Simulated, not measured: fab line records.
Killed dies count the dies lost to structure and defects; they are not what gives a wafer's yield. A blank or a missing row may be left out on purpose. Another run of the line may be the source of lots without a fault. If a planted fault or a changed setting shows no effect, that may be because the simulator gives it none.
Problem report, 8D (eight disciplines) form, completed by code || flow n5-finfet || the parts of the form that need people (team, actions taken, sign-off) are left out

1. THE PROBLEM
At N5_STI_FIN_REVEAL_FIN_H_MEAS_10, trench-depth-nm averages 46.4 nm over 2 wafers from 2 lots, while fault-free wafers read 51.5 nm, standard deviation 0.86. That is -5.9 standard deviations from the usual mean.
Earliest sighting: wafer L464.3 on ocd-02 at day 6 15:17. Wafers with a number at this step in the record: 12, from 4 lots. By rule, "out" or "out of limits" means more than 4 standard deviations away from the usual mean. All remaining wafers that have a number are taken as sound.

2. WHAT THIS IS AND IS NOT
{"question": "which readings at this step", "is": "trench-depth-nm", "is not": "-"}
{"question": "which lots", "is": "L464, L465", "is not": "L452, L458"}
{"question": "which wafers of those lots", "is": "L464.3, L465.3", "is not": "L464.1, L464.6, L465.1, L465.4"}
{"question": "read on which gauges", "is": "ocd-02", "is not": "ocd-01"}
{"question": "when", "is": "from day 6 15:17", "is not": "up to then (8 sound wafers); but 2 sound wafers of L465 came after"}

3. WHAT RULES OUT EACH SUSPECT
Counting: any tool at a process step up to the reading remains a suspect provided it ran every lot that is out. Sound lots after the first of them don't rule it out here, since some wafers of a struck lot are sound.
- the gauge at N5_STI_FIN_REVEAL_FIN_H_MEAS_10 is ruled out. All the wafers that are out were read on ocd-02, but those of them that N5_BEOL_M4_RC_MEAS_101 has rows for are out there too, on other tools.
- vapor-etch-01 at N5_STI_FIN_REVEAL_RECESS_09 (chemistry HF/NH3, target SiO2, afs cycles 11, target depth 42.5 nm, sublimation time 60 s): kept. It ran every lot that is out, first L464 (day 6 10:58); its last sound lot up to then is L458 (day 4 21:58).
Left after counting: vapor-etch-01 at N5_STI_FIN_REVEAL_RECESS_09.

4. THE CAUSE (what the simulator had put in)
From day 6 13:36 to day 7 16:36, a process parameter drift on vapor-etch-01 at N5_STI_FIN_REVEAL_RECESS_09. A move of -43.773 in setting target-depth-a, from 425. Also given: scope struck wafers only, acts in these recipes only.
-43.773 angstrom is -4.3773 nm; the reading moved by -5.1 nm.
The count eliminated every tool but this one.

5. THE EFFECT CHAIN, in route order
One row per reading whose mean, taken over the struck wafers that have a number, lies over 3 standard deviations from the usual. Scope: only readings with a usual standard deviation given in the record; hours: median across lots of the time from each lot's start at the first step in this table that gives one to its start at this step; sigmas: change in usual standard deviations.
{"hours": 0, "step": "N5_STI_FIN_REVEAL_FIN_H_MEAS_10", "reading": "trench-depth-nm", "usual": "51.5 nm", "on struck wafers": 46.4, "change": -5.1, "sigmas": -5.9}
{"hours": 132, "step": "N5_BEOL_M4_RC_MEAS_101", "reading": "DIBL_N", "usual": "36.5 mV/V", "on struck wafers": 50.0, "change": "+13.5", "sigmas": "+9.6"}
{"hours": 132, "step": "N5_BEOL_M4_RC_MEAS_101", "reading": "DIBL_P", "usual": "36.6 mV/V", "on struck wafers": 42.7, "change": "+6.1", "sigmas": "+3.2"}
{"hours": 132, "step": "N5_BEOL_M4_RC_MEAS_101", "reading": "IOFF_N", "usual": "0.167 nA/um", "on struck wafers": 0.972, "change": "+0.805", "sigmas": "+28"}
{"hours": 132, "step": "N5_BEOL_M4_RC_MEAS_101", "reading": "IOFF_N_85C", "usual": "3.2 nA/um", "on struck wafers": 14.2, "change": "+11.0", "sigmas": "+24"}
{"hours": 132, "step": "N5_BEOL_M4_RC_MEAS_101", "reading": "IOFF_P", "usual": "0.21 nA/um", "on struck wafers": 0.43, "change": "+0.22", "sigmas": "+6.7"}
{"hours": 132, "step": "N5_BEOL_M4_RC_MEAS_101", "reading": "IOFF_P_85C", "usual": "3.7 nA/um", "on struck wafers": 6.6, "change": "+2.9", "sigmas": "+6.0"}
{"hours": 132, "step": "N5_BEOL_M4_RC_MEAS_101", "reading": "ION_N", "usual": "674 uA/um", "on struck wafers": 617, "change": -57, "sigmas": -4.8}
{"hours": 132, "step": "N5_BEOL_M4_RC_MEAS_101", "reading": "ION_P", "usual": "460 uA/um", "on struck wafers": 418, "change": -42, "sigmas": -4.8}
{"hours": 132, "step": "N5_BEOL_M4_RC_MEAS_101", "reading": "SS_N", "usual": "71.6 mV/dec", "on struck wafers": 87.3, "change": "+15.7", "sigmas": "+28"}
{"hours": 132, "step": "N5_BEOL_M4_RC_MEAS_101", "reading": "SS_P", "usual": "73.4 mV/dec", "on struck wafers": 78.6, "change": "+5.2", "sigmas": "+8.4"}
{"hours": 240, "step": "N5_PASSIVATION_PROBE_49", "reading": "sort_bin_4_leakage", "usual": "0.00 %", "on struck wafers": 91.48, "change": "+91.48", "sigmas": "+99 or more"}
{"hours": 240, "step": "N5_PASSIVATION_PROBE_49", "reading": "sort-n-pass", "usual": 1076, "on struck wafers": 0, "change": -1076, "sigmas": -57}
{"hours": 240, "step": "N5_PASSIVATION_PROBE_49", "reading": "sort-yield-pct", "usual": "91.2 %", "on struck wafers": 0.0, "change": -91.2, "sigmas": -57}
The process steps in it:
- N5_PASSIVATION_PROBE_49

6. HOW IT WOULD HAVE BEEN CAUGHT EARLIER
Counted from the fault's start at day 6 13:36, it took 2 hours until the first out-of-limits reading at a measuring or inspecting step in this record, taken at day 6 15:17.
Lots out: 2; of these, L465 started N5_STI_FIN_REVEAL_RECESS_09 on vapor-etch-01 after day 6 15:17. Putting the tool on hold at that point would have spared it.
